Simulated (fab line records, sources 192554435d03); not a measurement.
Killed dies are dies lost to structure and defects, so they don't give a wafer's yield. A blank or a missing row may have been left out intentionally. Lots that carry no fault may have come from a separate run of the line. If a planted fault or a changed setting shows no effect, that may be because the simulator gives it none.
Split-lot study | flow n5 finfet | 21 wafers read from 7 lots, route of 1938 steps

== ABOUT THE SPLIT ==
At N5_BEOL_M10_COAT_63 (time 60 s, resist thk 100 nm), the setting spin rpm was moved away from the recipe's 1500 rpm on 10 of the 21 wafers read, by -6.0% to +10.7%. The other wafers ran this setting at the recipe's value.

== FROM THE SPLIT TO THE READING: what the file shows between them, 7 steps ==
- N5_BEOL_M10_COAT_64: time 60 s, resist thk 30 nm (also split here: spin rpm)
- N5_BEOL_M10_COAT_22: resist thk 90 nm
- N5_BEOL_M10_EBR_24
- N5_BEOL_M10_DESCUM_33: chemistry O2, time 7.9 s
- N5_BEOL_M10_ETCH_65: etches SiARC in CF4, target depth 39 nm, time 65 s
- N5_BEOL_M10_ETCH_66: etches SOC in N2/H2, target depth 120 nm, overetch 24 nm, time 180 s
- N5_BEOL_M10_STRIP_69: strips in N2/H2

== THE READING ==
SOC_of_BEOL_M10_COAT_63.thk nm (the simulator's own value, which no gauge read), in nm, at N5_BEOL_M10_VIA_ETCH_34 (etches SiCOH lowk in C4F6/O2, target depth 184.5 nm, time 69.2 s). There is no usual value for it anywhere in the file. The 11 wafers here that ran the recipe average 91.8 nm, standard deviation 0.23 nm.

wafer  | tool, chamber at the split | spin rpm as run, rpm | against the recipe | SOC_of_BEOL_M10_COAT_63.thk nm, nm | against lot-mates on the recipe
L079.1 | litho track-01, 0          | 1428                 | -4.8%              | 94.2                               | +2.2
L079.2 | litho track-01, 0          | 1428                 | -4.8%              | 94.8                               | +2.8
L079.5 | litho track-01, 0          | 1500                 | recipe             | 92                                 | -
L080.1 | litho track-05, 0          | 1500                 | recipe             | 92                                 | -
L080.3 | litho track-05, 0          | 1451                 | -3.3%              | 94                                 | +2.0
L080.5 | litho track-05, 0          | 1451                 | -3.3%              | 93.6                               | +1.6
L084.2 | litho track-01, 0          | 1500                 | recipe             | 91.4                               | -
L084.3 | litho track-01, 0          | 1500                 | recipe             | 91.6                               | -
L084.4 | litho track-01, 0          | 1410                 | -6.0%              | 94.8                               | +3.3
L088.1 | litho track-05, 0          | 1500                 | recipe             | 91.6                               | -
L088.3 | litho track-05, 0          | 1500                 | recipe             | 91.8                               | -
L088.4 | litho track-05, 0          | 1500                 | recipe             | 91.8                               | -
L091.3 | litho track-01, 0          | 1500                 | recipe             | 92                                 | -
L091.6 | litho track-01, 0          | 1500                 | recipe             | 92                                 | -
L091.4 | litho track-01, 0          | 1458                 | -2.8%              | 93.2                               | +1.2
L089.2 | litho track-03, 0          | 1661                 | +10.7%             | 87.4                               | no lot-mate on the recipe
L089.3 | litho track-03, 0          | 1661                 | +10.7%             | 87.2                               | no lot-mate on the recipe
L089.6 | litho track-03, 0          | 1661                 | +10.7%             | 87.2                               | no lot-mate on the recipe
L096.1 | litho track-01, 0          | 1500                 | recipe             | 91.6                               | -
L096.3 | litho track-01, 0          | 1500                 | recipe             | 92.2                               | -
L096.4 | litho track-01, 0          | 1614                 | +7.6%              | 88                                 | -3.9

THE FIT
A straight line over all 21 wafers: SOC_of_BEOL_M10_COAT_63.thk nm changes by -0.463 nm for each +1% of spin rpm; r = -0.99; the points scatter about the line by 0.32 nm.
The same after taking each lot's own level away (the mean of its wafers on the recipe; 18 wafers): -0.523 nm for each +1%; r = -0.99; scatter 0.19 nm.
That fit puts the effect of the largest move of spin rpm on the reading at 5.6 nm.
The span of the lots' own levels, 91.50 to 92.00 nm, comes to 2.1 times the standard deviation stated above.
In other words, the slope is changed by the lot-to-lot level; the two fits disagree.
Check: for one of the wafers moved furthest among these (+7.6%), held out of the fit, the line's prediction against its lot-mates is -4.05 nm. It came out at -3.9 nm against them.

== THESE WAFERS: OTHER SPLITS ==
Other splits were also applied to these wafers ahead of the reading. Each is held against what the fit with the lots' levels taken away leaves over:
other split on the same wafers     | wafers away from the commonest value | r with SOC_of_BEOL_M10_COAT_63.thk nm (lot level and that fit taken away)
N5_BEOL_M6_TRENCH_ETCH_37 source w | 11                                   | -0.24
N5_BEOL_M8_PEB_09 peb time s       | 8                                    | -0.16
N5_BEOL_M9_COAT_05 spin rpm        | 9                                    | -0.12
N5_BEOL_M9_TRENCH_ETCH_37 source w | 8                                    | -0.15
N5_BEOL_M10_COAT_64 spin rpm       | 5                                    | -0.04

== THE WHOLE CHAIN: every reading that the file lists as answering this split, in the file's order ==
step                    | what it does                                                         | reading                                                                         | change (the file's fit)               | r (the file's)
N5_BEOL_M10_COAT_63     | time 60 s, resist thk 100 nm                                         | SOC_of_BEOL_M10_COAT_63.thk nm (the simulator's own value, which no gauge read) | -0.497 nm for each +1% of the setting | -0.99
N5_BEOL_M10_ETCH_66     | etches SOC in N2/H2, target depth 120 nm, overetch 24 nm, time 180 s | etch.depth nm (the simulator's own value, which no gauge read)                  | -0.496 nm for each +1% of the setting | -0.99
N5_BEOL_M10_VIA_ETCH_34 | etches SiCOH lowk in C4F6/O2, target depth 184.5 nm, time 69.2 s     | SOC_of_BEOL_M10_COAT_63.thk nm (the simulator's own value, which no gauge read) | -0.522 nm for each +1% of the setting | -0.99

== FILE'S OWN FIT ==
SOC_of_BEOL_M10_COAT_63.thk nm changes by -0.522 nm for each +1% of spin rpm, r = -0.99.
